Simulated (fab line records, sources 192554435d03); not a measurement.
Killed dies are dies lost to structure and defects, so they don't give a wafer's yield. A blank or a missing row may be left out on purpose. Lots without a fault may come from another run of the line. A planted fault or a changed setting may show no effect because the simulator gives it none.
Split-lot experiment | flow n5_finfet | 7 lots, 21 wafers read, on a route of 1938 steps

THE SPLIT
At N5_SD_EPI_P_DESCUM_14 (chemistry O2, time 7.9 s), the setting time_s was moved away from the recipe's 7.9 s on 8 of the 21 wafers read, by -11.8% to +22.2%. The other wafers ran this setting at the recipe's value.

The file shows no step between the split and the reading.

THE READING
CAR-ArF-block_of_SD_EPI_P_COAT_03.thk_nm (the simulator's own value, which no gauge read), in nm, at N5_SD_EPI_P_ETCH_36 (etches SiARC in CF4, target depth 45.5 nm, time 75.8 s). The file gives no usual value for it. The 13 wafers here that ran the recipe average 110.7 nm, standard deviation 0.49 nm.

wafer  | tool, chamber at the split | time_s as run, s | against the recipe | CAR-ArF-block_of_SD_EPI_P_COAT_03.thk_nm, nm | against lot-mates on the recipe
L074.3 | rie_diel-04, 1             | 7.9              | recipe             | 110.4                                        | -
L074.4 | rie_diel-04, 2,1           | 8.927            | +13.0%             | 110                                          | -0.4
L074.6 | rie_diel-04, 2,1           | 8.927            | +13.0%             | 110                                          | -0.4
L075.1 | rie_diel-02, 3             | 7.9              | recipe             | 110.4                                        | -
L075.3 | rie_diel-02, 1             | 7.9              | recipe             | 110.2                                        | -
L075.4 | rie_diel-02, 0             | 9.654            | +22.2%             | 109.4                                        | -0.9
L077.1 | rie_diel-02, 1             | 7.9              | recipe             | 111.8                                        | -
L077.3 | rie_diel-02, 2             | 8.353            | +5.7%              | 111                                          | -0.7
L077.6 | rie_diel-02, 3             | 7.9              | recipe             | 111.6                                        | -
L085.2 | rie_diel-02, 2,3           | 7.9              | recipe             | 110.8                                        | -
L085.3 | rie_diel-02, 2,3           | 7.9              | recipe             | 110.8                                        | -
L085.4 | rie_diel-02, 1             | 7.9              | recipe             | 110.2                                        | -
L086.2 | rie_diel-06, 2             | 6.967            | -11.8%             | 111.8                                        | +0.6
L086.3 | rie_diel-06, 0             | 6.967            | -11.8%             | 112                                          | +0.8
L086.5 | rie_diel-06, 1             | 7.9              | recipe             | 111.2                                        | -
L089.1 | rie_diel-04, 2             | 8.878            | +12.4%             | 109.8                                        | -0.6
L089.4 | rie_diel-04, 1             | 7.9              | recipe             | 110.4                                        | -
L089.6 | rie_diel-04, 3             | 7.9              | recipe             | 110.4                                        | -
L093.1 | rie_diel-06, 1             | 7.9              | recipe             | 110.6                                        | -
L093.5 | rie_diel-06, 2             | 7.9              | recipe             | 110.8                                        | -
L093.6 | rie_diel-06, 3             | 9.62             | +21.8%             | 109.6                                        | -1.1
Where a row lists several chambers, the file gives one row for several wafers and doesn't say which wafer went through which chamber.

THE FIT
A straight line over all 21 wafers: CAR-ArF-block_of_SD_EPI_P_COAT_03.thk_nm changes by -0.0663 nm for each +1% of time_s; r = -0.80; the points scatter about the line by 0.45 nm.
The same after taking each lot's own level away (the mean of its wafers on the recipe; 21 wafers): -0.0471 nm for each +1%; r = -0.92; scatter 0.19 nm.
On that fit, the largest move of time_s shifts the reading by 1 nm.
The lots' own levels span 110.30 to 111.70 nm, that is 2.8 times the standard deviation above.
So the lot-to-lot level changes the slope: the two fits differ.
Check: with one of the wafers moved furthest among these (+22.2%) left out of the fit, the line predicts -1.08 nm for it against its lot-mates. It came out at -0.9 nm against them.

OTHER SPLITS ON THESE WAFERS
These wafers also went through other splits before the reading. Each is held against what the fit with the lots' levels taken away leaves over:
other split on the same wafers | wafers away from the commonest value | r with CAR-ArF-block_of_SD_EPI_P_COAT_03.thk_nm (lot level and that fit taken away)
N5_SD_EPI_P_COAT_34 spin_rpm   | 5                                    | +0.08

THE WHOLE CHAIN: every reading that the file lists as answering this split, in the file's order
step                  | what it does                                           | reading                                                                                   | change (the file's fit)                | r (the file's)
N5_SD_EPI_P_DESCUM_14 | chemistry O2, time 7.9 s                               | CAR-ArF-block_of_SD_EPI_P_COAT_03.thk_nm (the simulator's own value, which no gauge read) | -0.0464 nm for each +1% of the setting | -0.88
N5_SD_EPI_P_ETCH_36   | etches SiARC in CF4, target depth 45.5 nm, time 75.8 s | CAR-ArF-block_of_SD_EPI_P_COAT_03.thk_nm (the simulator's own value, which no gauge read) | -0.0471 nm for each +1% of the setting | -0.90

THE FILE'S OWN FIT
CAR-ArF-block_of_SD_EPI_P_COAT_03.thk_nm changes by -0.0471 nm for each +1% of time_s, r = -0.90.
